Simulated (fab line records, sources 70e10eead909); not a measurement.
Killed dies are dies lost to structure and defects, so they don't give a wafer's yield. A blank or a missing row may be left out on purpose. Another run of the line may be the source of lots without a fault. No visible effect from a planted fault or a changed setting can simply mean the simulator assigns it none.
fab line records	flow nand-harc
record lots=12	wafers=36	last-day=24
route steps=1159 shown A_CONTACT@842 END@1159
lots that met no fault: taken from a fault-free run of the same line
start-h: start of the lot's first displayed wafer, in hours after the record's first day	wait-h: how many hours have passed since the lot's step before this one	" as in the row above	L1.1+2: one row covering several wafers at once	- no value, or no start was given	* or withheld: withheld	< > ~ a bound
route shown NAME@n: a module of which the file shows steps, and the number in the route of the first	usual: average and standard deviation across the fault-free wafers	same: alike in all rows	chamber/n: place in a boat	sites: per-site readings	_std_site: their standard deviation	_edge_site: mean of outer sites minus mean of inner sites	radius-mm: how far each site lies from the wafer's centre	mask NAME#n: copy n	behind: tool/chamber where the wafer was last shaped	hold: cause of the lot's hold/its duration in hours/its outcome	device: transistor that didn't switch, given as n, p or np	end of line: tests run on the same wafers once the route is complete	step lacking rows: just its recipe	killed: at the first sort, the dies lost to defects and structure; wafer yield is something else	map: per-die view of a wafer (x killed, . not killed, _ where there is no die)
set.NAME: setting as actually run; set.NAME@STEP: the setting as run at that earlier step	model.NAME: the simulator's own value behind a step, which no gauge read
route steps across a sampled set of lots; one table per step, one row per wafer
services: from which hour (start-h, from the record's first day; less than 0 if before it) a tool's chamber was out of use, for how many hours, and why
## steps
# step NHARC_A_CONTACT_DEP_28
# recipe target-thk-a=36000	temp-c=400	material=aC
# usual throttle-valve-pct=34.999/0.0089
lot.wafer	tool	chamber	start-h	wait-h	throttle-valve-pct
L494.1	acl-dep-01	0	363.76	0.1	35.007
L494.4	"	0	364.85	1.2	35.005
L494.5	"	0	"	"	34.996
L493.1	acl-dep-02	0	367.66	1.2	35.003
L493.2	"	0	"	"	34.987
L493.5	"	0	369.14	2.6	34.992
L496.2	acl-dep-01	0	378.22	0.4	35.000
L496.4	"	0	"	"	34.996
L496.6	"	0	"	"	35.008
L497.1	acl-dep-02	0	379.09	0.9	35.004
L497.3	"	0	"	"	35.022
L497.5	"	0	"	"	34.998
L495.1	acl-dep-01	0	383.48	0.2	34.993
L495.4	"	0	384.58	1.3	34.976
L495.6	"	0	"	"	34.995
L500.2	acl-dep-02	0	414.86	2.0	35.004
L500.5	"	0	415.95	3.1	35.000
L500.6	"	0	"	"	34.997
L501.1	acl-dep-01	0	415.13	1.7	34.982
L501.5	"	0	416.60	3.2	35.004
L501.6	"	0	"	"	35.008
L507.3	acl-dep-02	0	442.04	0.8	35.000
L507.5	"	0	"	"	34.999
L507.6	"	0	"	"	35.017
L511.2	acl-dep-01	0	492.84	2.3	34.995
L511.5	"	0	493.94	3.4	34.991
L511.6	"	0	"	"	34.997
L514.1	acl-dep-01	0	495.80	0.1	34.995
L514.2	"	0	"	"	35.003
L514.4	"	0	"	"	34.992
L513.3	acl-dep-03	0	506.46	0.8	34.993
L513.4	"	0	"	"	34.996
L513.6	"	0	"	"	35.011
L516.1	acl-dep-01	0	507.54	0.7	34.989
L516.4	"	0	508.64	1.8	35.006
L516.5	"	0	"	"	35.003
# step NHARC_A_CONTACT_ETCH_48
# recipe target-depth-a=390	over-etch-frac=0.3	time-s=65	ion-energy-ev=80	cf4-flow-sccm=150	ar-flow-sccm=0	rf-w=300	bias-w=100	chemistry=CF4
# usual drypump-motor-current-A=5.7/0.36	oes-product-au=1.002/0.0075	rf-vpp-V=151.4/1.5	showerhead-plenum-p-Torr=1.77/0.098	throttle-valve-pct=13.284/0.0088
lot.wafer	tool	chamber	start-h	wait-h	drypump-motor-current-A	oes-product-au	rf-hours-counter-h	rf-vpp-V	showerhead-plenum-p-Torr	throttle-valve-pct
L494.4	rie-diel-07	2	366.85	0.1	5.5	1.009	28	149.9	1.64	13.283
L494.1	"	3	"	"	6.1	0.990	25	148.8	1.65	13.277
L494.5	"	0	"	"	5.0	0.998	-	152.6	1.87	13.286
L493.2	rie-diel-13	2	370.90	0.1	5.6	1.015	31	153.7	1.90	13.277
L493.1	"	0	"	"	5.5	1.006	30	151.9	1.75	13.286
L493.5	"	1	"	"	6.3	1.008	-	149.8	1.68	13.295
L496.2	rie-diel-07	2	381.03	0.1	5.5	1.023	30	149.7	1.64	13.278
L496.4	"	2	"	"	5.5	1.018	-	150.1	1.64	13.268
L496.6	"	1	"	"	5.7	0.998	-	151.3	1.80	13.297
L497.3	rie-diel-13	2	382.32	0.1	5.7	1.008	34	153.7	1.90	13.295
L497.1	"	0	"	"	5.5	1.004	34	151.4	1.75	13.291
L497.5	"	2	"	"	5.6	0.997	-	153.3	1.90	13.290
L495.1	rie-diel-07	1	386.73	0.1	5.7	0.986	32	152.0	1.80	13.301
L495.6	"	2	"	"	5.5	1.000	-	151.0	1.64	13.273
L495.4	"	3	"	"	6.1	0.995	-	150.4	1.65	13.294
L500.2	rie-diel-07	2	417.72	0.1	5.5	0.994	0	152.4	1.91	13.287
L500.5	"	3	"	"	6.1	1.011	-	149.6	1.64	13.268
L500.6	"	0	"	"	5.0	0.791	-	152.6	1.86	13.289
L501.1	rie-diel-01	1	418.37	0.1	5.8	1.005	35	149.0	1.68	13.283
L501.5	"	3	"	"	5.6	0.998	-	151.4	1.77	13.290
L501.6	"	0	"	"	5.4	1.007	-	149.8	1.67	13.285
L507.3	rie-diel-13	0	444.53	0.1	5.5	0.999	59	151.8	1.75	13.288
L507.5	"	0	"	"	5.5	0.997	-	150.9	1.75	13.274
L507.6	"	1	"	"	6.3	0.992	-	149.5	1.67	13.293
L511.2	rie-diel-07	3	495.69	0.1	6.1	1.001	16	148.8	1.64	13.270
L511.5	"	2	"	"	5.5	1.000	-	152.6	1.90	13.288
L511.6	"	3	"	"	6.1	0.991	-	149.4	1.64	13.287
L514.4	rie-diel-07	1	499.20	0.1	5.7	0.998	15	151.1	1.80	13.281
L514.1	"	2	"	"	5.5	1.002	16	154.5	1.90	13.290
L514.2	"	3	"	"	6.1	0.991	17	150.1	1.64	13.275
L513.4	rie-diel-07	2	508.93	0.1	5.5	1.002	17	153.0	1.90	13.280
L513.3	"	1	"	"	5.7	1.006	17	151.4	1.80	13.265
L513.6	"	2	"	"	5.5	1.005	-	153.6	1.90	13.284
L516.1	rie-diel-07	2	510.70	0.1	5.5	0.989	18	152.2	1.90	13.287
L516.4	"	1	"	"	5.7	0.997	18	153.3	1.80	13.299
L516.5	"	2	"	"	5.5	0.999	-	152.6	1.90	13.292
# step NHARC_A_CONTACT_ETCH_112
# recipe source-w=withheld	pressure-mtorr=20	bias-v=3000	time-s=94	target-depth-a=9220	ar-flow-sccm=withheld	c4f8-flow-sccm=withheld	o2-flow-sccm=withheld	chemistry=C4F8/O2/Ar
# usual oes-air-line-au=1.001/0.02
lot.wafer	tool	chamber	start-h	wait-h	oes-air-line-au	rf-hours-counter-h
L494.1	har-cap-etch-01	1	368.22	0.2	1.028	56
L494.4	"	1	"	"	0.997	-
L494.5	"	1	"	"	1.010	-
L493.2	har-cap-etch-01	0	372.27	0.2	0.993	57
L493.1	"	1	"	"	0.973	57
L493.5	"	1	"	"	0.996	-
L496.2	har-cap-etch-03	1	382.63	0.2	0.991	83
L496.4	"	1	"	"	1.011	-
L496.6	"	0	"	"	0.996	-
L497.1	har-cap-etch-02	0	384.17	0.1	1.009	11
L497.3	"	0	"	"	0.988	-
L497.5	"	1	"	"	0.997	-
L495.1	har-cap-etch-02	0	388.34	0.2	0.990	12
L495.4	"	1	"	"	0.997	-
L495.6	"	1	"	"	0.991	-
L500.2	har-cap-etch-02	0	419.10	0.2	1.025	16
L500.6	"	1	"	"	1.035	-
L500.5	"	0	"	"	1.049	-
L501.1	har-cap-etch-01	0	419.76	0.1	0.986	63
L501.5	"	1	"	"	1.000	-
L501.6	"	0	"	"	1.006	-
L507.3	har-cap-etch-02	0	445.95	0.1	1.004	-
L507.6	"	0	"	"	0.995	-
L507.5	"	1	"	"	1.017	-
L511.2	har-cap-etch-03	1	497.07	0.1	0.987	101
L511.6	"	0	"	"	0.990	-
L511.5	"	1	"	"	0.997	-
L514.2	har-cap-etch-01	1	500.93	0.2	1.040	77
L514.1	"	0	"	"	0.985	77
L514.4	"	1	"	"	1.026	-
L513.4	har-cap-etch-03	1	510.38	0.1	0.985	-
L513.3	"	0	"	"	1.048	-
L513.6	"	0	"	"	1.013	-
L516.1	har-cap-etch-02	1	512.29	0.1	0.987	33
L516.4	"	1	"	"	1.008	-
L516.5	"	1	"	"	0.988	-
# step NHARC_A_CONTACT_ETCH_120
# recipe source-w=withheld	pressure-mtorr=20	bias-v=3000	time-s=94	target-depth-a=9220	ar-flow-sccm=withheld	c4f8-flow-sccm=withheld	o2-flow-sccm=withheld	chemistry=C4F8/O2/Ar
# usual oes-air-line-au=1.001/0.02
lot.wafer	tool	chamber	start-h	wait-h	oes-air-line-au	rf-hours-counter-h
L494.1	har-cap-etch-01	1	368.95	0.1	1.045	56
L494.4	"	1	"	"	0.984	-
L494.5	"	1	"	"	0.982	-
L493.2	har-cap-etch-01	0	373.00	0.1	0.990	57
L493.1	"	1	"	"	1.019	57
L493.5	"	1	"	"	0.994	-
L496.2	har-cap-etch-03	1	383.35	0.1	0.995	84
L496.4	"	1	"	"	0.982	-
L496.6	"	0	"	"	1.014	-
L497.1	har-cap-etch-02	0	384.90	0.1	1.000	11
L497.3	"	0	"	"	1.030	-
L497.5	"	1	"	"	1.002	-
L495.1	har-cap-etch-02	0	389.25	0.1	1.014	13
L495.4	"	1	"	"	1.037	-
L495.6	"	1	"	"	0.991	-
L500.2	har-cap-etch-02	0	419.83	0.1	1.063	16
L500.6	"	1	"	"	0.995	-
L500.5	"	0	"	"	1.029	-
L501.1	har-cap-etch-01	0	420.48	0.1	1.000	64
L501.5	"	1	"	"	1.014	-
L501.6	"	0	"	"	0.992	-
L507.3	har-cap-etch-02	0	446.92	0.1	1.035	-
L507.6	"	0	"	"	1.034	-
L507.5	"	1	"	"	1.009	-
L511.2	har-cap-etch-03	1	497.80	0.1	1.030	102
L511.6	"	0	"	"	0.992	-
L511.5	"	1	"	"	1.012	-
L514.2	har-cap-etch-01	1	501.66	0.1	0.972	78
L514.1	"	0	"	"	0.969	78
L514.4	"	1	"	"	0.991	-
L513.4	har-cap-etch-03	1	511.11	0.1	1.024	-
L513.3	"	0	"	"	0.998	-
L513.6	"	0	"	"	1.022	-
L516.1	har-cap-etch-02	1	513.02	0.1	0.994	33
L516.4	"	1	"	"	0.997	-
L516.5	"	1	"	"	1.009	-
# step NHARC_END_SORT_01
# recipe temp-c=25
# usual killed-at-array=26/8.6	killed-at-other=0.7/0.97	killed-at-periphery=3.2/2.2	killed-dies=30/8.9	killed-open=3.1/1.8	killed-short=2.2/1.8
# same gross-dies=677
lot.wafer	tool	chamber	start-h	wait-h	hold	killed-at-array	killed-at-other	killed-at-periphery	killed-dies	killed-open	killed-short
L494.1	prober-02	0	442.44	2.5	-	25	2	5	32	5	2
L494.4	prober-02	0	444.85	3.4	-	24	0	5	29	7	4
L494.5	prober-02	0	445.65	3.7	-	22	1	4	27	5	4
L495.1	prober-02	0	472.28	2.5	-	25	0	1	26	2	1
L495.4	prober-02	0	474.66	3.4	-	23	0	8	31	7	2
L495.6	prober-02	0	476.25	4.0	-	31	0	6	37	2	5
L500.2	prober-02	0	490.66	2.8	await-dispo/3.4h/release	26	0	3	29	1	4
L500.5	prober-02	0	493.06	3.7	await-dispo/3.4h/release	30	0	3	33	3	5
L500.6	prober-02	0	493.86	4.0	await-dispo/3.4h/release	674	0	3	677	2	7
L511.2	prober-02	0	564.61	2.8	-	29	0	1	30	3	1
L511.5	prober-02	0	567.02	3.7	-	21	1	4	26	2	2
L511.6	prober-02	0	567.82	4.0	-	21	1	3	25	2	4
L513.3	prober-02	0	582.11	3.1	-	19	1	2	22	1	2
L513.4	prober-02	0	582.90	3.4	-	21	0	6	27	0	4
L513.6	prober-02	0	584.48	4.0	-	22	0	0	22	4	1
# killed by level:class
L494.1 A_SLIT:chamber-film-flake=7 A_CHANNEL_FILL_D1:chamber-film-flake=4 A_CHANNEL_HOLE_D1:chamber-film-flake=3 A_CONTACT:chamber-film-flake=3 A_CHANNEL_FILL_D1:geometric-particle:open=2 P_ZERO_WELL:chamber-film-flake=2 A_BONDPAD:chamber-film-flake=2 THIN_TSV:chamber-film-flake=2
L494.4 A_SLIT:chamber-film-flake=5 A_STAIRCASE:chamber-film-flake=4 P_M0:geometric-particle:open=2 A_WL_FILL:geometric-particle:short=2 A_CONTACT:geometric-particle:open=2 P_GATE:chamber-film-flake=2 A_ZERO_WELL:chamber-film-flake=2 A_CHANNEL_HOLE_D1:chamber-film-flake=2
L494.5 A_SLIT:chamber-film-flake=8 A_STAIRCASE:chamber-film-flake=3 P_ZERO_WELL:chamber-film-flake=2 A_CHANNEL_FILL_D1:chamber-film-flake=2 P_GATE:geometric-particle:open=1 P_CONTACT:geometric-particle:open=1 A_ONON_D1:geometric-particle:short=1 A_CHANNEL_HOLE_D1:geometric-particle:short=1
L495.1 A_SLIT:chamber-film-flake=11 A_CHANNEL_HOLE_D1:chamber-film-flake=5 A_STAIRCASE:chamber-film-flake=3 A_SOURCE_PLATE:geometric-particle:short=1 A_ONON_D1:geometric-particle:open=1 A_BLC:geometric-particle:open=1 P_ZERO_WELL:chamber-film-flake=1 A_ZERO_WELL:chamber-film-flake=1
L495.4 A_SLIT:chamber-film-flake=10 P_ZERO_WELL:chamber-film-flake=4 A_CHANNEL_HOLE_D1:chamber-film-flake=4 P_M0:geometric-particle:open=3 A_STAIRCASE:chamber-film-flake=3 P_GATE:geometric-particle:open=1 A_SOURCE_PLATE:geometric-particle:open=1 A_ONON_D1:geometric-particle:open=1
L495.6 A_SLIT:chamber-film-flake=11 A_STAIRCASE:chamber-film-flake=6 P_ZERO_WELL:chamber-film-flake=4 A_CHANNEL_HOLE_D1:chamber-film-flake=3 A_WL_FILL:chamber-film-flake=3 A_CHANNEL_HOLE_D1:geometric-particle:short=2 A_CHANNEL_FILL_D1:chamber-film-flake=2 P_GATE:geometric-particle:short=1
L500.2 A_SLIT:chamber-film-flake=9 A_STAIRCASE:chamber-film-flake=6 A_CONTACT:chamber-film-flake=4 P_ZERO_WELL:chamber-film-flake=2 A_SOURCE_PLATE:geometric-particle:short=1 A_CHANNEL_FILL_D1:geometric-particle:short=1 A_SGD_CUT:geometric-particle:short=1 A_WL_FILL:geometric-particle:short=1
L500.5 A_SLIT:chamber-film-flake=10 A_STAIRCASE:chamber-film-flake=6 A_CONTACT:chamber-film-flake=4 A_WL_FILL:geometric-particle:short=2 A_CHANNEL_HOLE_D1:chamber-film-flake=2 P_M1:geometric-particle:short=1 A_ONON_D1:geometric-particle:short=1 A_CHANNEL_FILL_D1:geometric-particle:open=1
L500.6 A_CONTACT:area-etch=644 A_SLIT:chamber-film-flake=12 A_STAIRCASE:chamber-film-flake=3 A_WL_FILL:geometric-particle:short=2 A_BLC:geometric-particle:short=2 P_GATE:chamber-film-flake=2 A_CHANNEL_HOLE_D1:chamber-film-flake=2 A_CHANNEL_FILL_D1:chamber-film-flake=2
L511.2 A_CHANNEL_HOLE_D1:chamber-film-flake=7 A_SGD_CUT:chamber-film-flake=7 A_CONTACT:chamber-film-flake=7 A_SLIT:chamber-film-flake=2 A_WL_FILL:chamber-film-flake=2 A_CHANNEL_FILL_D1:geometric-particle:open=1 A_WL_FILL:geometric-particle:short=1 A_CONTACT:geometric-particle:open=1
L511.5 A_SGD_CUT:chamber-film-flake=7 A_CHANNEL_HOLE_D1:chamber-film-flake=5 A_CONTACT:chamber-film-flake=4 A_SLIT:chamber-film-flake=3 P_M0:geometric-particle:open=1 P_M1:geometric-particle:short=1 A_CHANNEL_HOLE_D1:geometric-particle:open=1 P_GATE:chamber-film-flake=1
L511.6 A_SGD_CUT:chamber-film-flake=5 A_SLIT:chamber-film-flake=5 A_CHANNEL_HOLE_D1:chamber-film-flake=4 A_WL_FILL:geometric-particle:short=2 P_GATE:chamber-film-flake=2 P_M1:geometric-particle:short=1 A_CHANNEL_FILL_D1:geometric-particle:short=1 A_WL_FILL:geometric-particle:open=1
L513.3 A_CHANNEL_HOLE_D1:chamber-film-flake=12 A_CONTACT:chamber-film-flake=3 A_STAIRCASE:chamber-film-flake=2 P_M0:geometric-particle:open=1 A_CHANNEL_FILL_D1:geometric-particle:short=1 A_WL_FILL:geometric-particle:short=1 P_GATE:chamber-film-flake=1 THIN_TSV:chamber-film-flake=1
L513.4 A_CHANNEL_HOLE_D1:chamber-film-flake=14 P_GATE:chamber-film-flake=5 A_ONON_D1:geometric-particle:short=2 A_CONTACT:chamber-film-flake=2 P_M1:geometric-particle:short=1 A_BLC:geometric-particle:short=1 A_SLIT:chamber-film-flake=1 A_WL_FILL:chamber-film-flake=1
L513.6 A_CHANNEL_HOLE_D1:chamber-film-flake=11 A_CONTACT:chamber-film-flake=3 A_ONON_D1:geometric-particle:short=1 A_CHANNEL_HOLE_D1:geometric-particle:open=1 A_CHANNEL_FILL_D1:geometric-particle:open=1 A_WL_FILL:geometric-particle:open=1 A_M0:geometric-particle:open=1 A_WL_FILL:chamber-film-flake=1
## services
tool	chamber	start-h	hours	kind
rie-diel-13	-	346.60	0.4	repair
acl-dep-02	-	352.69	13.0	pm
rie-diel-07	0	359.75	-	clean
rie-diel-07	1	359.75	-	clean
rie-diel-07	2	359.75	-	clean
rie-diel-07	3	359.75	-	clean
har-cap-etch-01	-	364.05	0.2	repair
rie-diel-07	0	380.10	8.9	repair
rie-diel-07	1	384.25	-	clean
rie-diel-07	2	384.25	-	clean
rie-diel-07	3	384.25	-	clean
rie-diel-07	-	405.25	9.0	pm
rie-diel-07	0	405.25	9.0	vent-cycle
rie-diel-07	1	405.25	9.0	vent-cycle
rie-diel-07	2	405.25	9.0	vent-cycle
rie-diel-07	3	405.25	9.0	vent-cycle
acl-dep-03	-	405.31	13.0	pm
rie-diel-07	0	414.25	-	clean
rie-diel-07	0	414.25	-	consumable-replace:focus-ring
rie-diel-01	1	434.38	29.7	repair
rie-diel-01	0	443.72	6.3	repair
rie-diel-13	-	453.14	9.0	pm
acl-dep-01	-	476.27	13.0	pm
rie-diel-01	-	491.87	9.0	pm
## key
first-sign step=NHARC_A_CONTACT_ETCH_48	reading=oes-product-au	direction=down	sigmas=28	usual=1.002	struck=0.791
effect step=NHARC_END_SORT_01	reading=killed-at-array	direction=up	sigmas=75	usual=26	struck=674
more-kills-born-at NHARC_A_CONTACT_ETCH_48@rie-diel-07=644
met-at NHARC_A_CONTACT_ETCH_48
struck-lots L500
struck-wafers L500.6
later-rows-left-out L500.6
tester-left-out L500
not-acting-at NHARC_A_CONTACT_DEP_28,NHARC_A_CONTACT_ETCH_112,NHARC_A_CONTACT_ETCH_120
onset-between 366.85 417.72
fault kind=process-parameter-drift	tool=rie-diel-07	chamber=0	onset-h=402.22	steps=NHARC_A_CONTACT_ETCH_48	channel=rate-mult	offset=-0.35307	shape=step	end-h=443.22
# tester-left-out: of these lots the tester's yield and bins aren't shown, on N5 and GAA mostly nor the transistor test; their killed dies are dies lost to structure and defects alone, not to doping, threshold or leakage, so they don't give the yield
# later-rows-left-out: the simulator's readings of these wafers behind a module that went badly wrong aren't trusted and aren't shown, but for the sort
